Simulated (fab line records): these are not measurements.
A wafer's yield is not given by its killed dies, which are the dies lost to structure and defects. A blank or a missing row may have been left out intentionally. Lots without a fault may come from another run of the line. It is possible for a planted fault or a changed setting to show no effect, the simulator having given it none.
Struck lot and sound lot, side by side	flow nand_harc	14 out of 1302 route steps
Sound: the wafers L407.3, L407.4, L407.6. Wafers L414.1, L414.2, L414.4 were the ones struck. The cause is named last.
Each step with rows lists, per side, the tool, then ch with its chambers, then its first start. Under that, the readings that differ: sound wafers	struck wafers	difference of the means	sigmas: that difference in standard deviations of wafers without a fault.
alike: readings whose means differ by less than 2 such deviations, and words and numbers that are the same on both sides. not compared: withheld readings, readings that some wafer has no value for, bounds like >300 that may hide the same value, and numbers for which the record gives no deviation and whose values overlap.
A row with sigmas, a row that says differs or no value, or rows on one side alone: a step with any of these is where the two part. Numbers that don't overlap but have no deviation are shown without sigmas and don't part them. A reading missing from all wafers of one side parts the sides only when that side holds two or more wafers.

NHARC_A_CONTACT_INSPECT_71:
  struck on defect_inspect-01, day 26 13:07; sound on defect_inspect-02, day 23 12:28
  alike: raw_defect_count
NHARC_A_CONTACT_DESCUM_74: chemistry O2, time 3 s.
  sound on rie_diel-11 ch 0,1,3, day 23 12:32; struck on rie_diel-10 ch 1,2,3, day 26 13:25
  alike: drypump_motor_current_A, oes_product_au, rf_vpp_V, showerhead_plenum_p_Torr, throttle_valve_pct
  not compared: rf_hours_counter_h
then, 2 steps without rows for these wafers: NHARC_A_CONTACT_ETCH_75 (etches the open film in CF4, target depth 39 nm, time 65 s); NHARC_A_CONTACT_ETCH_76 (etches the open film in N2/H2, target depth 260 nm, time 475.3 s).
NHARC_A_CONTACT_ETCH_77: etches the open film in CF4/CHF3, target depth 108.9 nm, time 54.5 s.
  sound on rie_diel-11 ch 0,2; struck on rie_diel-10 ch 0,1,3
reading	sound	struck	difference	sigmas
bias_w (W)	200.8 200.2 202.3	200.1 199.9 199.6	-1.2	-2
  alike: cf4_flow_sccm, drypump_motor_current_A, oes_product_au, rf_vpp_V, showerhead_plenum_p_Torr, throttle_valve_pct
  not compared: rf_hours_counter_h
NHARC_A_CONTACT_ETCH_78: etches the open film in O2/COS, target depth 5300 nm, time 1378 s.
  sound on rie_diel-11 ch 0,2; struck on rie_diel-10 ch 1,2,3
  alike: bias_w, chamber_pressure_mTorr, drypump_motor_current_A, oes_product_au, rf_vpp_V, showerhead_plenum_p_Torr, throttle_valve_pct
  not compared: rf_hours_counter_h
then, 3 steps without rows for these wafers: NHARC_A_CONTACT_ETCH_124 (etches the open film in C4F8/O2/Ar, time 140 s, target depth 700 nm); NHARC_A_CONTACT_ETCH_125 (etches the open film in C4F8/O2/Ar, time 197 s, target depth 1918 nm); NHARC_A_CONTACT_ETCH_126 (etches the open film in C4F8/O2/Ar, time 197 s, target depth 1918 nm).
NHARC_A_CONTACT_ETCH_127: etches the open film in C4F8/O2/Ar, time 197 s, target depth 1918 nm.
  sound on har_cap_etch-02 ch 0,1, day 23 14:41; struck on har_cap_etch-02 ch 0,1, day 26 15:30
  alike: chamber_pressure_mTorr, oes_air_line_au
  not compared: rf_hours_counter_h
NHARC_A_CONTACT_ETCH_128: etches the open film in C4F8/O2/Ar, time 197 s, target depth 1918 nm.
  sound on har_cap_etch-02 ch 0,1, day 23 14:52; struck on har_cap_etch-02 ch 0,1, day 26 15:41
  alike: chamber_pressure_mTorr, oes_air_line_au
  not compared: rf_hours_counter_h
then, 1 step without rows for these wafers: NHARC_A_CONTACT_ETCH_129 (etches the open film in C4F8/O2/Ar, time 197 s, target depth 1918 nm).
NHARC_A_CONTACT_ETCH_130: etches the open film in C4F8/O2/Ar, time 197 s, target depth 1918 nm.
  sound on har_cap_etch-02 ch 0,1, day 23 15:13; struck on har_cap_etch-02 ch 0,1, day 26 16:02
  no value came back on the struck wafers for chamber_pressure_mTorr (mTorr), oes_air_line_au (a.u.), time_s (s); on the sound wafers chamber_pressure_mTorr (mTorr) reads 20.035 20.030 20.011
  not compared: rf_hours_counter_h
then, 1 step without rows for these wafers: NHARC_A_CONTACT_ETCH_131 (etches the open film in C4F8/O2/Ar, time 197 s, target depth 1918 nm).

WHERE THEY PART
First at NHARC_A_CONTACT_ETCH_77; last, within this record, at NHARC_A_CONTACT_ETCH_130.

WHY: whatever the simulator had introduced
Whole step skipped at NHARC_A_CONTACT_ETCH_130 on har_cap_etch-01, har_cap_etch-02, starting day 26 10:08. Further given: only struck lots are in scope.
